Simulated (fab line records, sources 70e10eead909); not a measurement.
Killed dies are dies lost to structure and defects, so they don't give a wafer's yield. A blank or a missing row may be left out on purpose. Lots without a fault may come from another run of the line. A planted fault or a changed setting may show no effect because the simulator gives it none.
Which tool did it? | flow nand_harc | 6 lots, 18 wafers sampled, at 5 steps of a route of 1159

WHAT THE GAUGES READ, wafer by wafer
NHARC_END_SORT_01.
lot  | measured     | on        | killed_at_array
L905 | day 20 03:12 | prober-01 | 22 19 21
L911 | day 21 07:41 | prober-02 | 16 23 28
L912 | day 21 20:15 | prober-02 | 20 14 14
L916 | day 22 14:23 | prober-01 | 28 29 24
L921 | day 24 18:03 | prober-02 | 11 12 13
L924 | day 25 10:22 | prober-02 | 43 42 39

WHICH TOOL RAN EACH LOT (tool, then ch and the chambers of the sampled wafers, then the start)
lot  | NHARC_A_STAIRCASE_ETCH_23                     | NHARC_A_STAIRCASE_EXPOSE_181      | NHARC_A_STAIRCASE_TRIM_189                    | NHARC_A_STAIRCASE_ETCH_190
L905 | rie_diel-07 ch 0,1, day 11 17:54 or earlier   | krf_scanner-02 ch 0, day 11 17:54 | rie_diel-11 ch 0,2, day 20 03:12 or earlier   | rie_diel-11 ch 0,1, day 20 03:12 or earlier
L911 | rie_diel-11 ch 0,2,3, day 12 22:08 or earlier | krf_scanner-02 ch 0, day 12 22:08 | rie_diel-01 ch 1,2,3, day 21 07:41 or earlier | rie_diel-01 ch 1,2, day 21 07:41 or earlier
L912 | rie_diel-07 ch 0,1,2, day 13 14:34 or earlier | krf_scanner-02 ch 0, day 13 14:34 | rie_diel-01 ch 0,1,2, day 21 20:15 or earlier | rie_diel-01 ch 1,3, day 21 20:15 or earlier
L916 | rie_diel-11 ch 0,1,2, day 14 17:31 or earlier | krf_scanner-02 ch 0, day 14 17:31 | rie_diel-01 ch 0,1,2, day 22 14:23 or earlier | rie_diel-01 ch 1,2,3, day 22 14:23 or earlier
L921 | rie_diel-07 ch 0,2,3, day 15 13:22 or earlier | krf_scanner-02 ch 0, day 15 13:22 | rie_diel-01 ch 0,3, day 24 18:03 or earlier   | rie_diel-01 ch 0,1,3, day 24 18:03 or earlier
L924 | rie_diel-01 ch 1,3, day 16 01:49 or earlier   | krf_scanner-01 ch 0, day 16 01:49 | rie_diel-07 ch 0,1, day 25 10:22 or earlier   | rie_diel-07 ch 0,1, day 25 10:22 or earlier
- NHARC_A_STAIRCASE_ETCH_23: etches the open film in C4F8/O2, target depth 100 nm, time 40.5 s.
- NHARC_A_STAIRCASE_EXPOSE_181: exposes mask STAIR 2.
- NHARC_A_STAIRCASE_TRIM_189: chemistry O2, time 211.2 s.
- NHARC_A_STAIRCASE_ETCH_190: etches the open film in C4F8/O2, target depth 100 nm, time 40.5 s.

THE ANSWER, worked out from the rows above alone
Rule: what is usual is taken from the lots themselves. Put in order of their means at a reading, lots are off if they are a third of the lots or fewer, leave a main group of 4 or more, and stand apart from it by a gap of 3 or more times the standard deviation of the main group's means; of several such gaps the widest counts. A main group whose means are all the same, to the digits that the tables above print for the reading, isn't used. A lot without any number at a reading at which 4 lots or more have one is off too. The other lots that the step has rows for count as sound.
No lot is off at any reading shown: from this, nothing can be told.

WHAT THE SIMULATOR HAD PUT IN
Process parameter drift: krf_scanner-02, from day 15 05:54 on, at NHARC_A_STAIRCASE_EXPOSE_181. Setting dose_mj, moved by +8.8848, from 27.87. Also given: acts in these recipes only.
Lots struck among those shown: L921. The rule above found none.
